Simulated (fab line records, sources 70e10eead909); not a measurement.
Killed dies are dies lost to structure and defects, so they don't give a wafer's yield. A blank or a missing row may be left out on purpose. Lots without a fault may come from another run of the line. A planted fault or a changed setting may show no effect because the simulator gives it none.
Which tool did it? | flow nand_harc | 13 lots, 39 wafers sampled, at 5 steps of a route of 1302

WHAT THE GAUGES READ, wafer by wafer
NHARC_A_ONON_D2_THK_MEAS_08: measures by ellipsometry. Usual: thk_nm 1001 nm, standard deviation 8.1.
lot  | measured     | on            | thk_nm (nm)    | flag
L874 | day 12 19:48 | film_metro-02 | 1005 1005 1005 |
L876 | day 13 06:14 | film_metro-01 | 998 996 995    |
L877 | day 13 08:53 | film_metro-01 | 1002 1001 999  |
L878 | day 13 21:19 | film_metro-01 | 1001 998 999   |
L879 | day 14 08:28 | film_metro-02 | 1012 1012 1012 |
L881 | day 15 06:26 | film_metro-01 | 1003 1002 1002 |
L884 | day 16 21:41 | film_metro-01 | 997 997 992    |
L886 | day 17 11:40 | film_metro-02 | 1516 1518 1519 | OFF
L887 | day 17 20:43 | film_metro-02 | 1514 1514 1515 | OFF
L891 | day 19 03:58 | film_metro-02 | 990 989 990    |
L894 | day 21 01:46 | film_metro-01 | 1003 1005 1003 |
L895 | day 21 12:02 | film_metro-01 | 995 996 994    |
L896 | day 21 21:13 | film_metro-01 | 1000 1000 999  |

NHARC_END_SORT_01. Usual: killed_at_array 58, standard deviation 20; killed_at_other 0.9, standard deviation 1.4; killed_at_periphery 4, standard deviation 3.1; killed_dies 63, standard deviation 20; killed_open 3.3, standard deviation 1.8; killed_short 2.4, standard deviation 1.5.
lot  | measured     | on        | killed_at_array | killed_at_other | killed_at_periphery | killed_dies | killed_open | killed_short | flag
L886 | day 29 17:19 | prober-02 | 672 673 669     | 1 1 1           | 4 3 7               | 677 677 677 | 5 4 6       | 3 4 4        | OFF
L887 | day 31 04:09 | prober-01 | 673 671 673     | 1 0 1           | 3 6 3               | 677 677 677 | 5 2 4       | 4 0 4        | OFF

WHICH TOOL RAN EACH LOT (tool, then ch and the chambers of the sampled wafers, then the start)
lot  | NHARC_A_DECK1_JOINT_ETCHBACK_07  | NHARC_A_ONON_D2_DEP_06           | NHARC_A_CHANNEL_HOLE_D2_DEP_00
L874 | rie_si-01 ch 0,1,2, day 11 03:23 | pecvd_onon-01 ch 0, day 12 19:21 | acl_dep-01 ch 0, day 13 14:50
L876 | rie_si-01 ch 0,1,2, day 11 19:40 | pecvd_onon-02 ch 0, day 13 05:47 | acl_dep-02 ch 0, day 13 20:11
L877 | rie_si-01 ch 0,1, day 12 00:10   | pecvd_onon-01 ch 0, day 13 08:33 | acl_dep-01 ch 0, day 13 22:53
L878 | rie_si-06 ch 0,2,3, day 12 10:05 | pecvd_onon-01 ch 0, day 13 20:49 | acl_dep-02 ch 0, day 14 10:30
L879 | rie_si-06 ch 0,1,2, day 12 21:25 | pecvd_onon-01 ch 0, day 14 07:58 | acl_dep-03 ch 0, day 14 19:54
L881 | rie_si-06 ch 0,3, day 13 20:18   | pecvd_onon-01 ch 0, day 15 05:59 | acl_dep-03 ch 0, day 15 18:31
L884 | rie_si-06 ch 1,2,3, day 14 23:40 | pecvd_onon-02 ch 0, day 16 21:14 | acl_dep-02 ch 0, day 17 11:02
L886 | rie_si-01 ch 1,2, day 16 00:23   | pecvd_onon-01 ch 0, day 17 11:16 | -
L887 | rie_si-06 ch 0,3, day 16 08:42   | pecvd_onon-01 ch 0, day 17 20:19 | -
L891 | rie_si-01 ch 0,1,3, day 17 13:00 | pecvd_onon-03 ch 0, day 19 03:34 | acl_dep-01 ch 0, day 19 18:05
L894 | rie_si-01 ch 1,2,3, day 19 12:59 | pecvd_onon-01 ch 0, day 21 01:16 | acl_dep-01 ch 0, day 21 16:38
L895 | rie_si-05 ch 0,2,3, day 19 21:07 | pecvd_onon-01 ch 0, day 21 11:35 | acl_dep-01 ch 0, day 22 02:59
L896 | rie_si-01 ch 0,3, day 20 06:48   | pecvd_onon-01 ch 0, day 21 20:46 | acl_dep-02 ch 0, day 22 12:59
- NHARC_A_DECK1_JOINT_ETCHBACK_07: etches the open film in HBr, target depth 105 nm, time 26.9 s.
- NHARC_A_ONON_D2_DEP_06: target thk 1000 nm.
- NHARC_A_CHANNEL_HOLE_D2_DEP_00: deposits aC, target thk 3100 nm.

WHAT THE TOOLS THEMSELVES READ (means of the sampled wafers that have a number; where no wafer has one, the mark that the record gives instead)
NHARC_A_DECK1_JOINT_ETCHBACK_07. Usual: chamber_pressure_mTorr 14.999 mTorr, standard deviation 0.014; drypump_motor_current_A 5.8 A, standard deviation 0.65; hbr_flow_sccm 150.0 sccm, standard deviation 0.43; oes_product_au 0.997 a.u., standard deviation 0.0069; throttle_valve_pct 23.267 %, standard deviation 0.0087.
lot  | tool      | chamber_pressure_mTorr (mTorr) | drypump_motor_current_A (A) | hbr_flow_sccm (sccm) | oes_product_au (a.u.) | throttle_valve_pct (%) | flag
L874 | rie_si-01 | 14.989                         | 6.0                         | 149.7                | 1.000                 | 23.265                 |
L876 | rie_si-01 | 15.015                         | 6.0                         | 150.0                | 1.003                 | 23.266                 |
L877 | rie_si-01 | 14.994                         | 6.1                         | 149.7                | 0.997                 | 23.263                 |
L878 | rie_si-06 | 14.989                         | 6.2                         | 149.9                | 0.997                 | 23.269                 |
L879 | rie_si-06 | 14.994                         | 6.0                         | 150.0                | 0.993                 | 23.269                 |
L881 | rie_si-06 | 14.997                         | 5.9                         | 150.3                | 0.997                 | 23.260                 |
L884 | rie_si-06 | 15.004                         | 5.8                         | 150.3                | 0.998                 | 23.265                 |
L886 | rie_si-01 | 15.001                         | 6.2                         | 150.4                | 1.000                 | 23.258                 |
L887 | rie_si-06 | 14.985                         | 6.2                         | 150.1                | 0.991                 | 23.265                 |
L891 | rie_si-01 | 14.998                         | 5.5                         | 150.2                | 0.993                 | 23.266                 |
L894 | rie_si-01 | 14.996                         | 5.7                         | 150.1                | 0.989                 | 23.268                 |
L895 | rie_si-05 | 15.005                         | 5.5                         | 150.2                | 1.003                 | 23.272                 |
L896 | rie_si-01 | 15.006                         | 4.9                         | 150.0                | 0.989                 | 23.255                 |

NHARC_A_ONON_D2_DEP_06. Usual: n2o_flow_sccm 2000 sccm, standard deviation 5.9; susceptor_temp_C 399.95 C, standard deviation 0.21.
lot  | tool          | n2o_flow_sccm (sccm) | susceptor_temp_C (C) | flag
L874 | pecvd_onon-01 | 2003                 | 399.87               |
L876 | pecvd_onon-02 | 2003                 | 399.89               |
L877 | pecvd_onon-01 | 2003                 | 399.78               |
L878 | pecvd_onon-01 | 2005                 | 399.88               |
L879 | pecvd_onon-01 | 2006                 | 400.22               |
L881 | pecvd_onon-01 | 1991                 | 400.14               |
L884 | pecvd_onon-02 | 2001                 | 400.08               |
L886 | pecvd_onon-01 | 1995                 | 399.98               |
L887 | pecvd_onon-01 | 1992                 | 399.76               |
L891 | pecvd_onon-03 | 2003                 | 399.93               |
L894 | pecvd_onon-01 | 1995                 | 400.02               |
L895 | pecvd_onon-01 | 1994                 | 399.94               |
L896 | pecvd_onon-01 | 2005                 | 399.87               |

NHARC_A_CHANNEL_HOLE_D2_DEP_00. Usual: susceptor_temp_C 400.11 C, standard deviation 0.23; throttle_valve_pct 35.001 %, standard deviation 0.0091.
lot  | tool       | susceptor_temp_C (C) | throttle_valve_pct (%) | flag
L874 | acl_dep-01 | 400.38               | 35.008                 |
L876 | acl_dep-02 | -                    | 35.005                 | OFF
L877 | acl_dep-01 | -                    | 35.005                 | OFF
L878 | acl_dep-02 | 400.23               | 35.012                 |
L879 | acl_dep-03 | 399.95               | 34.992                 |
L881 | acl_dep-03 | 399.99               | 34.996                 |
L884 | acl_dep-02 | 400.19               | 34.998                 |
L891 | acl_dep-01 | 400.24               | 35.000                 |
L894 | acl_dep-01 | -                    | 34.998                 | OFF
L895 | acl_dep-01 | -                    | 34.996                 | OFF
L896 | acl_dep-02 | 399.81               | 34.994                 |

THE ANSWER, worked out from the rows above alone
Rule: a lot is off if the mean of its wafers that have a number lies more than 3 standard deviations from the usual mean. A lot without any number at a reading at which 4 lots or more have one is off too. The other lots that the step has rows for count as sound. The gauges are gone through in route order, then the tools' own readings, and for those a lot's mean is taken as printed above. The first step at which some lot is off is used, and at that step the reading that is off furthest; a lot without a number counts as furthest.
Off: L886, L887, at NHARC_A_ONON_D2_THK_MEAS_08 (thk_nm).
A tool fits if, at a process step before that reading, it ran every lot that is off, and no sound lot after the first of them. The gauges at NHARC_A_ONON_D2_THK_MEAS_08 aren't tried: what is off there is off at NHARC_END_SORT_01 too, on other tools, and a gauge's error can't cause that. None of those tried fits.

WHAT THE SIMULATOR HAD PUT IN
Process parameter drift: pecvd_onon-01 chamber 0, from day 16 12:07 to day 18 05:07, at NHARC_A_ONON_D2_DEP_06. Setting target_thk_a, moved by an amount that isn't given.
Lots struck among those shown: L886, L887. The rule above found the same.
